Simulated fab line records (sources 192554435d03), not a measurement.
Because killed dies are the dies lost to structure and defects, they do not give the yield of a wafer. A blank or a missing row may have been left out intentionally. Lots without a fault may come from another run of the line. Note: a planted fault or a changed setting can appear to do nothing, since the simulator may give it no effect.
fab line records | flow n5_finfet
[record] lots = 9 wafers = 27 last_day = 18
route steps=1938 shown ILD0@345 SDB@359 BEOL_M4@1111
lots untouched by any fault: they come from a run of this same line in which no faults occurred
start_h: the number of hours between the record's first day and the start of the first shown wafer of the lot | wait_h: time in hours since the lot's previous step | " repeats the value in the row above | L1.1+2: a single row standing in for several wafers | - value missing, or start not given | * or withheld: withheld | < > ~ a bound
route shown NAME@n: NAME is a module with steps in the file, n the number in the route of the first one | usual: the fault-free wafers' mean and standard deviation | same: alike in all rows | chamber/n: place in a boat | sites: per-site readings | _std_site: standard deviation across them | _edge_site: outer sites' mean less inner sites' | radius_mm: how far each site lies from the wafer's centre | mask NAME#n: copy n | behind: the tool/chamber that last shaped the wafer | hold: cause of the lot's hold/its duration in hours/its outcome | device: which transistor (n, p or np) failed to switch | end of line: tests run on the same wafers once the route is complete | for a step that has no rows: nothing shown but its recipe | killed: not the wafer's yield, but the dies lost to structure and defects at the first sort | map: a wafer's dies, marking killed ones x, the rest . and places with no die _
set.NAME: setting as actually run; set.NAME@STEP: the setting as run at that earlier step | model.NAME: the simulator's own value behind a step, which no gauge read
one table for each step of the route and one row for each wafer, over a sample of lots
services: a tool's chamber out of use, with start hour (start_h, from the record's first day; less than 0 if before it), hours out, and reason
[[steps]]
[step N5_ILD0_THK_MEAS_13]
[usual] thk_nm = 17.9/0.91
// columns lot.wafer tool chamber start_h wait_h thk_nm
L563.2 film_metro-02 - 66.66 - 17.0
L563.3 " - " " 17.6
L563.5 " - " " 18.5
L564.3 film_metro-02 - 72.74 - 18.4
L564.5 " - " " 17.4
L564.6 " - " " 17.6
L565.2 film_metro-02 - 80.59 - 18.4
L565.4 " - " " 17.6
L565.5 " - " " 17.0
L568.3 film_metro-01 - 96.32 - 16.6
L568.4 " - " " 17.6
L568.6 " - " " 17.3
L569.1 film_metro-02 - 101.64 - 19.4
L569.3 " - " " 19.7
L569.4 " - " " 19.2
L574.3 film_metro-02 - 141.11 - 18.7
L574.4 " - " " 19.2
L574.6 " - " " 19.0
L580.1 film_metro-02 - 164.85 - 17.9
L580.2 " - " " 18.6
L580.4 " - " " 18.0
L583.1 film_metro-02 - 185.91 - 18.3
L583.3 " - " " 17.5
L583.4 " - " " 17.1
L585.1 film_metro-01 - 204.66 - 18.2
L585.5 " - " " 17.6
L585.6 " - " " 19.2
[step N5_ILD0_INSPECT_06]
[recipe] inspect_instrument = darkfield mode = post_cmp
[usual] raw_defect_count = 42/20
// columns lot.wafer tool chamber start_h wait_h raw_defect_count
L563.2 defect_inspect-01 - 66.69 0.0 37
L563.3 " - " " 61
L563.5 " - " " 58
L564.3 defect_inspect-02 - 72.77 0.0 54
L564.5 " - " " 33
L564.6 " - " " 51
L565.2 defect_inspect-01 - 80.62 0.0 20
L565.4 " - " " 25
L565.5 " - " " 33
L568.3 defect_inspect-02 - 96.35 0.0 24
L568.4 " - " " 33
L568.6 " - " " 47
L569.1 defect_inspect-01 - 101.66 0.0 60
L569.3 " - " " 58
L569.4 " - " " 39
L574.3 defect_inspect-01 - 141.15 0.0 32
L574.4 " - " " 60
L574.6 " - " " 56
L580.1 defect_inspect-01 - 164.87 0.0 75
L580.2 " - " " 45
L580.4 " - " " 56
L583.1 defect_inspect-02 - 185.93 0.0 50
L583.3 " - " " 34
L583.4 " - " " 26
L585.1 defect_inspect-02 - 204.68 0.0 38
L585.5 " - " " 28
L585.6 " - " " 23
[step N5_SDB_DESCUM_16]
[recipe] chemistry = O2 time_s = 7.9 source_power_w = 50 bias_power_w = 20 pressure_mtorr = 20 rf_frequency_hz = 2.712e+07 temp_c = 40 resist = CAR-ArF o2_flow_sccm = 225
[usual] drypump_motor_current_A = 5.7/0.36 oes_product_au = 0.79/0.11 rf_vpp_V = 243.0/1.4 showerhead_plenum_p_Torr = 2.09/0.071 temp_c = 40.00/0.11 throttle_valve_pct = 20.38/0.26
// columns lot.wafer tool chamber start_h wait_h drypump_motor_current_A oes_product_au rf_hours_counter_h rf_vpp_V showerhead_plenum_p_Torr temp_c throttle_valve_pct
L563.2 rie_diel-01 2 67.29 0.0 5.7 0.94 10 242.9 2.07 39.90 20.00
L563.3 " 3 " " 6.4 0.70 234 244.0 2.06 39.91 20.46
L563.5 " 2 " " 5.7 0.95 - 241.9 2.07 40.06 19.99
L564.3 rie_diel-01 1 73.48 0.2 5.5 0.72 185 243.7 2.09 39.87 20.88
L564.5 " 1 " " 5.5 0.72 - 242.7 2.09 39.85 20.89
L564.6 " 2 " " 5.7 0.94 - 243.9 2.07 40.08 20.00
L565.2 rie_diel-06 2 81.09 0.1 5.7 0.68 246 242.3 2.05 40.12 20.53
L565.4 " 1 " " 5.6 0.76 142 242.9 2.09 39.99 20.24
L565.5 " 1 " " 5.6 0.77 - 244.9 2.09 40.08 20.25
L568.3 rie_diel-02 3 96.82 0.0 5.2 0.77 154 245.3 2.18 40.08 20.22
L568.4 " 2 " " 5.6 0.97 6 243.1 2.05 40.13 20.09
L568.6 " 0 " " 5.9 0.75 - 243.8 2.19 39.99 20.19
L569.1 rie_diel-06 3 102.24 0.0 6.2 0.70 201 242.1 1.99 40.21 20.48
L569.3 " 2 " " 5.7 0.67 255 240.7 2.05 40.18 20.53
L569.4 " 0 " " 5.3 0.88 25 244.3 2.23 40.00 20.34
L574.3 rie_diel-06 0 142.03 0.3 5.3 0.85 41 244.9 2.23 39.88 20.34
L574.4 " 2 " " 5.7 0.96 4 242.8 2.04 40.05 20.14
L574.6 " 1 " " 5.6 0.74 - 244.2 2.09 39.97 20.29
L580.1 rie_diel-06 0 165.34 0.1 5.3 0.82 48 245.3 2.23 40.03 20.35
L580.2 " 3 " " 6.2 0.69 225 240.7 1.98 40.02 20.51
L580.4 " 2 " " 5.7 0.93 - 243.4 2.04 39.91 20.15
L583.1 rie_diel-01 1 186.85 0.5 5.5 0.68 231 243.5 2.08 40.14 20.95
L583.3 " 3 " " 6.4 0.96 13 242.2 2.05 40.03 20.19
L583.4 " 2 " " 5.8 0.86 - 242.6 2.05 39.97 20.08
L585.1 rie_diel-01 0 205.30 0.2 5.2 0.97 8 241.8 2.05 40.09 20.23
L585.5 " 0 " " 5.2 0.95 - 240.5 2.05 39.95 20.23
L585.6 " 1 " " 5.5 0.68 - 243.1 2.07 40.07 20.96
[step N5_SDB_ETCH_18]
[recipe] chemistry = N2/H2 target = SOC target_depth_a = 1000 overetch_a = 200 mask_material = SiARC temp_c = 40 time_s = 150 ion_energy_ev = 200 pressure_mtorr = 30 source_w = 840 bias_w = 150 n2_flow_sccm = 200 h2_flow_sccm = 200
[usual] drypump_motor_current_A = 5.7/0.36 n2_flow_sccm = 200.0/0.6 oes_product_au = 0.71/0.089 rf_fwd_power_W = 837.0/2.7 rf_vpp_V = 523.6/2.4 showerhead_plenum_p_Torr = 2.53/0.084 temp_c = 40.02/0.11 throttle_valve_pct = 17.77/0.26
// columns lot.wafer tool chamber start_h wait_h drypump_motor_current_A n2_flow_sccm oes_product_au rf_fwd_power_W rf_hours_counter_h rf_vpp_V showerhead_plenum_p_Torr temp_c throttle_valve_pct
L563.2 rie_diel-01 2 67.36 0.0 5.7 199.9 0.85 837.9 10 522.1 2.50 39.91 17.35
L563.3 " 3 " " 6.4 200.7 0.63 839.7 234 523.2 2.51 40.06 17.87
L563.5 " 2 " " 5.7 200.1 0.85 835.1 - 521.8 2.50 39.98 17.35
L564.3 rie_diel-01 1 73.55 0.0 5.5 200.2 0.65 835.0 185 524.3 2.53 40.04 18.17
L564.5 " 1 " " 5.6 199.8 0.64 840.5 - 524.6 2.53 40.11 18.16
L564.6 " 2 " " 5.8 199.5 0.84 835.9 - 521.9 2.49 40.21 17.37
L565.2 rie_diel-06 2 81.17 0.0 5.7 199.9 0.61 835.8 246 522.5 2.50 40.17 17.99
L565.4 " 1 " " 5.6 199.5 0.69 838.4 142 523.6 2.54 40.01 17.59
L565.5 " 1 " " 5.6 199.2 0.68 838.9 - 525.3 2.54 40.01 17.60
L568.3 rie_diel-02 3 96.89 0.0 5.2 199.9 0.67 837.3 154 527.3 2.65 40.05 17.65
L568.4 " 2 " " 5.7 200.3 0.85 835.4 6 523.2 2.50 39.99 17.57
L568.6 " 0 " " 5.9 200.1 0.67 831.4 - 527.7 2.65 39.92 17.57
L569.1 rie_diel-06 3 102.31 0.0 6.2 199.9 0.64 839.4 201 520.9 2.42 40.00 18.03
L569.3 " 2 " " 5.7 199.4 0.61 843.3 255 521.6 2.50 40.00 17.99
L569.4 " 0 " " 5.3 200.8 0.77 832.9 25 527.6 2.71 40.00 17.69
L574.3 rie_diel-06 0 142.10 0.0 5.3 201.1 0.75 835.9 41 527.6 2.71 40.15 17.72
L574.4 " 2 " " 5.7 200.4 0.85 841.2 4 521.8 2.49 40.00 17.53
L574.6 " 1 " " 5.6 200.7 0.66 831.3 - 523.8 2.53 39.82 17.63
L580.1 rie_diel-06 0 165.41 0.0 5.3 199.0 0.75 838.2 48 527.4 2.70 39.92 17.73
L580.2 " 3 " " 6.2 198.4 0.62 1040.9 225 485.9 2.41 40.02 18.08
L580.4 " 2 " " 5.7 199.3 0.83 841.9 - 524.0 2.49 40.14 17.55
L583.1 rie_diel-01 1 186.92 0.0 5.6 200.1 0.62 835.5 231 523.2 2.51 40.14 18.23
L583.3 " 3 " " 6.4 199.1 0.84 833.9 13 522.4 2.50 40.11 17.54
L583.4 " 2 " " 5.7 200.2 0.76 835.8 - 521.3 2.48 39.79 17.43
L585.1 rie_diel-01 0 205.37 0.0 5.2 199.6 0.86 836.2 8 521.7 2.49 40.06 17.65
L585.5 " 0 " " 5.1 199.4 0.86 835.7 - 522.5 2.49 40.15 17.67
L585.6 " 1 " " 5.6 200.7 0.62 837.5 - 523.2 2.50 40.00 18.25
[step N5_BEOL_M4_RC_MEAS_101]
[usual] DIBL_N = 36.1/1.3 DIBL_P = 36.1/1.7 IOFF_N = 0.154/0.022 IOFF_P = 0.201/0.024 ION_N = 675/8.9 ION_P = 462/5.9 SS_N = 71.5/0.49 SS_P = 73.3/0.58 VT_N = 250.0/2.7 VT_P = -251.3/2.7
// columns lot.wafer tool chamber start_h wait_h DIBL_N[mV/V] DIBL_P[mV/V] IOFF_N[nA/um] IOFF_P[nA/um] ION_N[uA/um] ION_P[uA/um] SS_N[mV/dec] SS_P[mV/dec] VT_N[mV] VT_P[mV]
L563.2 prober-01 0 164.01 0.2 35.6 34.7 0.148 0.194 674 468 71.6 73.1 249.6 -251.0
L563.3 " 0 " " 35.7 34.9 0.151 0.200 688 470 72.3 73.5 249.3 -249.6
L563.5 " 0 " " 35.3 34.9 0.147 0.196 678 463 72.2 72.6 247.7 -250.2
L564.3 prober-02 0 170.07 0.3 34.0 33.8 0.133 0.171 662 449 71.7 72.9 250.9 -255.2
L564.5 " 0 " " 33.7 33.7 0.128 0.170 672 464 71.9 73.1 254.0 -254.0
L564.6 " 0 " " 33.8 33.5 0.129 0.167 662 456 71.2 72.6 252.7 -255.0
L565.2 prober-01 0 170.57 0.2 36.8 37.7 0.168 0.185 678 452 72.2 73.7 250.7 -254.7
L565.4 " 0 " " 36.0 36.4 0.146 0.172 662 452 71.3 73.7 251.7 -253.2
L565.5 " 0 " " 37.6 38.3 0.165 0.184 676 448 72.1 73.5 250.3 -254.9
L568.3 prober-01 0 193.75 0.3 35.5 35.7 0.139 0.213 673 460 72.1 73.3 251.8 -249.5
L568.4 " 0 " " 35.4 34.5 0.133 0.200 656 459 71.7 72.9 253.1 -248.3
L568.6 " 0 " " 35.1 34.4 0.133 0.200 663 461 71.3 72.8 249.9 -248.9
L569.1 prober-01 0 199.47 0.0 35.3 36.2 0.149 0.205 684 467 71.1 72.6 248.5 -249.8
L569.3 " 0 " " 35.0 35.3 0.136 0.181 676 468 70.5 72.9 251.2 -249.1
L569.4 " 0 " " 35.2 35.5 0.145 0.195 682 468 70.8 73.2 248.5 -248.5
L574.3 prober-02 0 259.86 0.3 36.7 37.2 0.167 0.223 682 467 71.5 73.8 245.8 -248.0
L574.4 " 0 " " 34.8 33.9 0.126 0.174 671 460 70.7 72.4 251.2 -251.6
L574.6 " 0 " " 35.8 36.8 0.159 0.221 686 473 71.5 73.1 247.0 -249.2
L580.1 prober-02 0 287.81 0.0 36.5 37.5 0.156 0.221 674 468 71.2 73.8 251.3 -248.6
L580.2 " 0 " " 36.1 37.5 0.160 0.216 676 470 72.1 72.7 251.1 -247.2
L580.4 " 0 " " 35.8 37.1 0.146 0.205 665 464 72.0 72.9 253.0 -247.0
L583.1 prober-02 0 293.24 0.0 38.8 38.7 0.206 0.234 693 465 72.0 74.5 246.4 -251.8
L583.3 " 0 " " 38.5 38.0 0.195 0.228 696 471 71.5 74.8 247.9 -251.2
L583.4 " 0 " " 36.1 35.9 0.144 0.182 675 458 71.0 73.2 250.5 -255.0
L585.1 prober-02 0 319.48 0.0 38.7 39.5 0.196 0.268 696 478 72.4 73.9 244.5 -245.7
L585.5 " 0 " " 37.4 38.0 0.174 0.247 681 470 72.2 73.6 245.3 -248.8
L585.6 " 0 " " 36.1 36.4 0.147 0.211 670 464 71.9 73.0 251.1 -247.4
[[services]]
// columns tool chamber start_h hours kind
rie_diel-02 2 53.04 - clean
rie_diel-02 2 53.04 - consumable_replace:focus_ring
rie_diel-02 2 53.04 25.3 scheduled_down
rie_diel-02 2 53.04 25.3 vent_cycle
rie_diel-02 1 106.75 - clean
rie_diel-02 1 106.75 - consumable_replace:focus_ring
rie_diel-02 1 106.75 23.7 scheduled_down
rie_diel-06 2 112.37 4.9 repair
rie_diel-01 3 112.40 - clean
rie_diel-01 3 112.40 - consumable_replace:focus_ring
rie_diel-01 3 112.40 41.4 scheduled_down
rie_diel-01 3 112.40 41.4 vent_cycle
rie_diel-06 2 117.46 - clean
rie_diel-06 2 117.46 - consumable_replace:focus_ring
rie_diel-06 2 117.46 14.7 scheduled_down
rie_diel-06 2 117.46 14.7 vent_cycle
rie_diel-01 0 119.86 2.2 repair
rie_diel-01 0 154.18 - clean
rie_diel-01 0 154.18 - consumable_replace:focus_ring
rie_diel-01 0 154.18 33.0 scheduled_down
rie_diel-01 0 154.18 33.0 vent_cycle
rie_diel-06 1 164.44 9.9 repair
rie_diel-01 3 177.60 5.2 repair
rie_diel-06 1 183.55 8.8 repair
[[key]]
[first_sign] step = N5_SDB_ETCH_18 reading = rf_fwd_power_W direction = up sigmas = 75 usual = * struck = *
[effect] step = N5_SDB_ETCH_18 reading = rf_vpp_V direction = down sigmas = 16 usual = 523.6 struck = 485.9
met_at N5_SDB_ETCH_18
struck_lots L580
struck_wafers L580.2
not_acting_at N5_ILD0_THK_MEAS_13,N5_ILD0_INSPECT_06,N5_SDB_DESCUM_16
onset_between 102.31 165.41
[fault] kind = process_parameter_drift tool = rie_diel-06 chamber = 3 onset_h = 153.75 steps = N5_SDB_ETCH_18 channel = source_w offset = 201.6 shape = step end_h = 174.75 acts_in = these_recipes_only stated = 840
